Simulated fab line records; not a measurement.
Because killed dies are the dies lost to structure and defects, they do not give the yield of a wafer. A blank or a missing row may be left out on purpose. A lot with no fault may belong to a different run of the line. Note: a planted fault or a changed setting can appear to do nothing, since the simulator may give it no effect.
Matching of chambers + flow n5 finfet + N5_BEOL_M5_ALD_86 on ald metal-03 has 4 sister chambers
The step deposits TaN, pulse time 2 s, purge time 3 s, co reactant purge time 2 s. 4 wafers are shown with their chamber, then 10 later ones without.

WAFERS, EACH WITH ITS CHAMBER
| wafer  | chamber | heater power w (W) |
|--------|---------|--------------------|
| L088.1 | 3       | 418                |
| L088.4 | 1       | 381                |
| L090.3 | 0       | 380                |
| L090.5 | 2       | 424                |

WAFERS WITHOUT THEIR CHAMBER
| wafer  | heater power w (W) |
|--------|--------------------|
| L090.6 | 417                |
| L091.1 | 423                |
| L091.4 | 416                |
| L091.5 | 417                |
| L094.1 | 389                |
| L094.4 | 413                |
| L094.5 | 377                |
| L097.1 | 381                |
| L097.3 | 428                |
| L097.5 | 388                |

EACH ONE'S CHAMBER
| wafer  | from the rows above     | in truth |
|--------|-------------------------|----------|
| L090.6 | can't be placed: 3 or 2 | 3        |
| L091.1 | can't be placed: 2 or 3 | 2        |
| L091.4 | can't be placed: 3 or 2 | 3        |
| L091.5 | can't be placed: 3 or 2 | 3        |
| L094.1 | can't be placed: 1 or 0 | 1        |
| L094.4 | can't be placed: 3 or 2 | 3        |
| L094.5 | can't be placed: 0 or 1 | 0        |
| L097.1 | can't be placed: 1 or 0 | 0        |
| L097.3 | can't be placed: 2 or 3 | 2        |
| L097.5 | can't be placed: 1 or 0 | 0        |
Correct placement for 0 of the 10. Cannot be placed on the basis of these rows: 10; the candidates contain the true chamber in 10. 0 placed wrongly.
How it was worked out, from the rows above alone: a wafer's distance from a chamber is the root of the sum, over the readings, of the square of ((its reading less the chamber's mean) divided by the reading's scatter). The wafer belongs to the nearest chamber; if the next one is less than 2 further off, it can't be placed. Each chamber's mean is taken over the wafers shown for it. The scatter: with one shown wafer a chamber, the root of the mean of the squares of how far each hidden wafer lies from its nearest shown one.
